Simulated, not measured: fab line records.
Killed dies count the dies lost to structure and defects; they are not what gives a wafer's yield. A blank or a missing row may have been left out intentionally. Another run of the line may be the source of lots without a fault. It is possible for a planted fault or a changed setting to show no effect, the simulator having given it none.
8D (eight disciplines) problem report, filled in by code + flow nand-harc + the parts of the form that need people (team, actions taken, sign-off) are left out

1. PROBLEM STATEMENT
NHARC_THIN_TSV_ETCHBACK_48, run-length-s: mean 170.8 s on 2 wafers (1 lot); fault-free wafers 426.5 s, standard deviation 0.41. So: -99 or more standard deviations from the usual mean.
The step: etches the open film in C4F8/Ar, target depth 1028.5 nm, time 405.17 s.
First seen on wafer L335.3, day 28 23:17, on rie-diel-03. The record has a number at this step for 39 wafers belonging to 13 lots. Rule for "out", or "out of limits": more than 4 standard deviations from the usual mean. Any other wafer with a number is counted as sound.

2. WHAT THIS IS AND IS NOT
| question                    | is                | is not                                                                                                   |
|-----------------------------|-------------------|----------------------------------------------------------------------------------------------------------|
| which readings at this step | run-length-s      | oes-product-au, rf-vpp-V                                                                                 |
| which lots                  | L335              | L323, L324, L325, L327, L328, L339, L340, L341, L342, L343, L344, L346                                   |
| which wafers of those lots  | L335.3, L335.6    | L335.1                                                                                                   |
| read on which tools         | rie-diel-03       | rie-diel-01, rie-diel-08                                                                                 |
| when                        | from day 28 23:17 | up to then (16 sound wafers); but 21 sound wafers of L339, L340, L341, L342, L343, L344, L346 came after |

3. SUSPECTS, AND WHAT RULES EACH OUT
Counting: a tool at a process step up to the reading stays a suspect if it ran every lot that is out. Sound lots after the first of them don't rule it out here, since some wafers of a struck lot are sound.
- rie-diel-03 at NHARC_THIN_TSV_ETCHBACK_48 (etches the open film in C4F8/Ar, target depth 1028.5 nm, time 405.17 s): kept. L335, the lot that is out, went through it at day 28 23:17; up to then, the latest sound lot through it was L328 at day 25 17:17. Its own run-length-s readings are out on those wafers.
- The sound lot-mates ran in chamber 3 of rie-diel-03 at NHARC_THIN_TSV_ETCHBACK_48, but the wafers that are out ran in chamber 0.
The count leaves rie-diel-03 at NHARC_THIN_TSV_ETCHBACK_48.

4. THE CAUSE (what the simulator had put in)
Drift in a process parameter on rie-diel-03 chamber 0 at NHARC_THIN_TSV_ETCHBACK_48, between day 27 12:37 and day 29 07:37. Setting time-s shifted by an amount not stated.
The count eliminated every tool but this one.

5. SEQUENCE OF EFFECTS, ordered by route
Rows list readings where the struck wafers' mean (over those with a number) sits beyond 3 standard deviations from the usual. Scope: only readings with a usual standard deviation given in the record; hours: median across lots of the time from each lot's start at the first step in this table that gives one to its start at this step; sigmas: change in usual standard deviations.
| hours | step                       | reading      | usual   | on struck wafers | change | sigmas      |
|-------|----------------------------|--------------|---------|------------------|--------|-------------|
| 0     | NHARC_THIN_TSV_ETCHBACK_48 | run-length-s | 426.5 s | 170.8            | -255.7 | -99 or more |
Here are the process steps it includes:
- NHARC_THIN_TSV_ETCHBACK_48: etches the open film in C4F8/Ar, target depth 1028.5 nm, time 405.17 s.
Readings that are blank on the struck wafers while sound wafers have them: rf-fwd-power-W at NHARC_THIN_TSV_ETCHBACK_48.

6. HOW IT WOULD HAVE BEEN CAUGHT EARLIER
First out-of-limits reading in this record: day 28 23:17, which is 35 hours after fault onset at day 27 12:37.
